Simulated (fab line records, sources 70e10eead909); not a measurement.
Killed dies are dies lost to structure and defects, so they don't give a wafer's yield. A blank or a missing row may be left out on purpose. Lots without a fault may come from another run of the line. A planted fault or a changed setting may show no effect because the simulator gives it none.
Which tool did it? | flow nand_harc | 13 lots, 39 wafers sampled, at 5 steps of a route of 1159

WHAT THE GAUGES READ, wafer by wafer
NHARC_END_SORT_01. Usual: killed_at_array 26, standard deviation 10; killed_at_other 0.8, standard deviation 1.1; killed_at_periphery 3.3, standard deviation 2.6; killed_dies 30, standard deviation 11; killed_open 3.4, standard deviation 1.8; killed_short 2.0, standard deviation 1.3.
lot  | measured     | on        | killed_at_array | killed_at_other | killed_at_periphery | killed_dies | killed_open | killed_short | flag
L652 | day 22 02:50 | prober-02 | 31 28 34        | 0 0 1           | 1 505 1             | 32 533 36   | 3 4 5       | 0 3 1        | OFF
L649 | day 22 10:38 | prober-01 | 32 47 35        | 1 0 1           | 510 2 494           | 543 49 530  | 6 3 3       | 3 2 3        | OFF

WHICH TOOL RAN EACH LOT (tool, then ch and the chambers of the sampled wafers, then the start)
lot  | NHARC_P_GATE_STRIP_95                | NHARC_P_GATE_RTA_80              | NHARC_P_CONTACT_ETCH_36            | NHARC_P_CONTACT_PVD_32
L638 | plasma_asher-02 ch 0,1, day 5 12:40  | rtp_anneal-01 ch 0, day 5 14:14  | rie_diel-03 ch 1,2,3, day 5 16:54  | pvd_sputter-01, no start
L641 | plasma_asher-02 ch 1, day 6 04:32    | rtp_anneal-02 ch 0, day 6 05:47  | rie_diel-03 ch 1,2, day 6 08:36    | pvd_sputter-01, no start
L640 | plasma_asher-01 ch 0,1, day 6 05:01  | rtp_anneal-01 ch 0, day 6 06:14  | rie_diel-09 ch 0,1,2, day 6 08:53  | pvd_sputter-01, no start
L642 | plasma_asher-02 ch 0,1, day 6 18:16  | rtp_anneal-01 ch 0, day 6 19:34  | rie_diel-09 ch 1,2, day 6 22:12    | pvd_sputter-03, no start
L645 | plasma_asher-02 ch 1, day 7 03:41    | rtp_anneal-01 ch 0, day 7 04:52  | rie_diel-09 ch 1,2, day 7 07:41    | pvd_sputter-03, no start
L644 | plasma_asher-01 ch 0,1, day 7 03:58  | rtp_anneal-02 ch 0, day 7 05:07  | rie_diel-03 ch 0,1, day 7 07:56    | pvd_sputter-02, no start
L643 | plasma_asher-01 ch 0,1, day 7 06:14  | rtp_anneal-01 ch 0, day 7 07:31  | rie_diel-03 ch 0,1,3, day 7 10:11  | pvd_sputter-01, no start
L652 | plasma_asher-01 ch 0,1, day 8 14:36  | rtp_anneal-01 ch 0, day 8 15:46  | rie_diel-03 ch 0,1,3, day 8 18:16  | pvd_sputter-02, day 22 02:50 or earlier
L650 | plasma_asher-02 ch 0,1, day 8 15:18  | rtp_anneal-01 ch 0, day 8 16:33  | rie_diel-04 ch 0,1,3, day 8 19:13  | pvd_sputter-03, no start
L649 | plasma_asher-01 ch 0,1, day 8 16:35  | rtp_anneal-02 ch 0, day 8 17:47  | rie_diel-03 ch 0,3, day 8 20:17    | pvd_sputter-02, day 22 10:38 or earlier
L655 | plasma_asher-02 ch 0,1, day 9 16:52  | rtp_anneal-01 ch 0, day 9 18:02  | rie_diel-09 ch 2,3, day 9 20:41    | pvd_sputter-01, no start
L657 | plasma_asher-02 ch 0,1, day 10 00:53 | rtp_anneal-02 ch 0, day 10 02:04 | rie_diel-09 ch 1,2,3, day 10 05:23 | pvd_sputter-01, no start
L660 | plasma_asher-02 ch 0,1, day 11 01:23 | rtp_anneal-01 ch 0, day 11 02:32 | rie_diel-09 ch 0,1,3, day 11 05:18 | pvd_sputter-01, no start
- NHARC_P_GATE_STRIP_95: strips in O2.
- NHARC_P_GATE_RTA_80: time 30 s.
- NHARC_P_CONTACT_ETCH_36: etches the open film in N2/H2, target depth 260 nm, time 406.25 s.
- NHARC_P_CONTACT_PVD_32: deposits Ti, target thk 5 nm, time 17.7 s.

WHAT THE TOOLS THEMSELVES READ (means of the sampled wafers that have a number; where no wafer has one, the mark that the record gives instead)
NHARC_P_GATE_STRIP_95. Usual: drypump_motor_current_A 5.43 A, standard deviation 0.1; heater_power_w 328 W, standard deviation 15.
lot  | tool            | drypump_motor_current_A (A) | heater_power_w (W) | flag
L638 | plasma_asher-02 | 5.35                        | 313                |
L641 | plasma_asher-02 | 5.40                        | 309                |
L640 | plasma_asher-01 | 5.52                        | 339                |
L642 | plasma_asher-02 | 5.31                        | 321                |
L645 | plasma_asher-02 | 5.42                        | 311                |
L644 | plasma_asher-01 | 5.48                        | 344                |
L643 | plasma_asher-01 | 5.52                        | 337                |
L652 | plasma_asher-01 | 5.46                        | 338                |
L650 | plasma_asher-02 | 5.33                        | 323                |
L649 | plasma_asher-01 | 5.49                        | 341                |
L655 | plasma_asher-02 | 5.38                        | 308                |
L657 | plasma_asher-02 | 5.32                        | 307                |
L660 | plasma_asher-02 | 5.31                        | 311                |

NHARC_P_GATE_RTA_80. Usual: wafer_temp_C_max 302.2, standard deviation 0.7.
lot  | tool          | wafer_temp_C_max | flag
L638 | rtp_anneal-01 | 302.9            |
L641 | rtp_anneal-02 | 301.5            |
L640 | rtp_anneal-01 | 302.5            |
L642 | rtp_anneal-01 | 302.3            |
L645 | rtp_anneal-01 | 302.7            |
L644 | rtp_anneal-02 | 301.3            |
L643 | rtp_anneal-01 | 302.7            |
L652 | rtp_anneal-01 | 302.9            |
L650 | rtp_anneal-01 | 303.0            |
L649 | rtp_anneal-02 | 301.5            |
L655 | rtp_anneal-01 | 302.4            |
L657 | rtp_anneal-02 | 301.8            |
L660 | rtp_anneal-01 | 302.7            |

NHARC_P_CONTACT_ETCH_36. Usual: drypump_motor_current_A 5.7 A, standard deviation 0.46; n2_flow_sccm 150.0 sccm, standard deviation 0.48; oes_product_au 0.999 a.u., standard deviation 0.011; rf_vpp_V 430.5 V, standard deviation 2.9; run_length_s 427.6 s, standard deviation 0.37; showerhead_plenum_p_Torr 2.04 Torr, standard deviation 0.11; throttle_valve_pct 14.171 %, standard deviation 0.0087.
lot  | tool        | drypump_motor_current_A (A) | n2_flow_sccm (sccm) | oes_product_au (a.u.) | rf_vpp_V (V) | run_length_s (s) | showerhead_plenum_p_Torr (Torr) | throttle_valve_pct (%) | flag
L638 | rie_diel-03 | 5.5                         | 149.9               | 1.004                 | 433.2        | 427.7            | 2.15                            | 14.173                 |
L641 | rie_diel-03 | 5.4                         | 149.8               | 1.005                 | 432.9        | 427.4            | 2.14                            | 14.171                 |
L640 | rie_diel-09 | 5.6                         | 149.7               | 1.000                 | 429.5        | 427.7            | 2.00                            | 14.173                 |
L642 | rie_diel-09 | 5.2                         | 149.7               | 0.988                 | 428.6        | 427.7            | 1.99                            | 14.169                 |
L645 | rie_diel-09 | 5.1                         | 149.9               | 0.992                 | 431.5        | 428.2            | 2.07                            | 14.174                 |
L644 | rie_diel-03 | 5.8                         | 150.3               | 1.015                 | 431.4        | 427.3            | 2.05                            | 14.169                 |
L643 | rie_diel-03 | 5.8                         | 149.9               | 1.002                 | 432.7        | 427.6            | 2.12                            | 14.171                 |
L652 | rie_diel-03 | 5.8                         | 149.8               | 1.009                 | 432.9        | 395.7            | 2.12                            | 14.178                 | OFF
L650 | rie_diel-04 | 5.9                         | 149.7               | 0.990                 | 431.8        | 427.3            | 2.13                            | 14.168                 |
L649 | rie_diel-03 | 6.0                         | 150.2               | 1.017                 | 432.0        | 364.5            | 2.06                            | 14.169                 | OFF
L655 | rie_diel-09 | 5.8                         | 149.8               | 0.993                 | 428.1        | 428.2            | 1.95                            | 14.179                 |
L657 | rie_diel-09 | 5.4                         | 149.8               | 0.982                 | 429.7        | 427.8            | 2.01                            | 14.167                 |
L660 | rie_diel-09 | 5.7                         | 150.0               | 0.991                 | 429.9        | 427.7            | 2.01                            | 14.167                 |

NHARC_P_CONTACT_PVD_32. Usual: throttle_valve_pct 30.7 %, standard deviation 1.
lot  | tool           | throttle_valve_pct (%) | flag
L638 | pvd_sputter-01 | 31.1                   |
L641 | pvd_sputter-01 | 31.3                   |
L640 | pvd_sputter-01 | 31.2                   |
L642 | pvd_sputter-03 | 31.2                   |
L645 | pvd_sputter-03 | 31.1                   |
L644 | pvd_sputter-02 | 30.2                   |
L643 | pvd_sputter-01 | 30.7                   |
L652 | pvd_sputter-02 | 30.0                   |
L650 | pvd_sputter-03 | 31.0                   |
L649 | pvd_sputter-02 | 30.4                   |
L655 | pvd_sputter-01 | 30.1                   |
L657 | pvd_sputter-01 | 30.8                   |
L660 | pvd_sputter-01 | 30.7                   |

THE ANSWER, worked out from the rows above alone
Rule: a lot is off if the mean of its wafers that have a number lies more than 3 standard deviations from the usual mean. A lot without any number at a reading at which 4 lots or more have one is off too. The other lots that the step has rows for count as sound. The gauges are gone through in route order, then the tools' own readings, and for those a lot's mean is taken as printed above. The first step at which some lot is off is used, and at that step the reading that is off furthest; a lot without a number counts as furthest.
Off: L652, L649, at NHARC_END_SORT_01 (killed_at_periphery). Neither off nor sound, because the step has no rows for them: L638, L641, L640, L642, L645, L644, L643, L650, L655, L657, L660.
A tool fits if, at a process step before that reading, it ran every lot that is off, and no sound lot after the first of them. The gauges at NHARC_END_SORT_01 aren't tried: what is off there is off at NHARC_P_CONTACT_ETCH_36 too, on other tools, and a gauge's error can't cause that. NHARC_P_CONTACT_PVD_32 gives no start for some lots, so the hours and the order of its lots are those of NHARC_END_SORT_01. Can't be told from this: 3 tools fit, plasma_asher-01 at NHARC_P_GATE_STRIP_95, rie_diel-03 at NHARC_P_CONTACT_ETCH_36, pvd_sputter-02 at NHARC_P_CONTACT_PVD_32.

WHAT THE SIMULATOR HAD PUT IN
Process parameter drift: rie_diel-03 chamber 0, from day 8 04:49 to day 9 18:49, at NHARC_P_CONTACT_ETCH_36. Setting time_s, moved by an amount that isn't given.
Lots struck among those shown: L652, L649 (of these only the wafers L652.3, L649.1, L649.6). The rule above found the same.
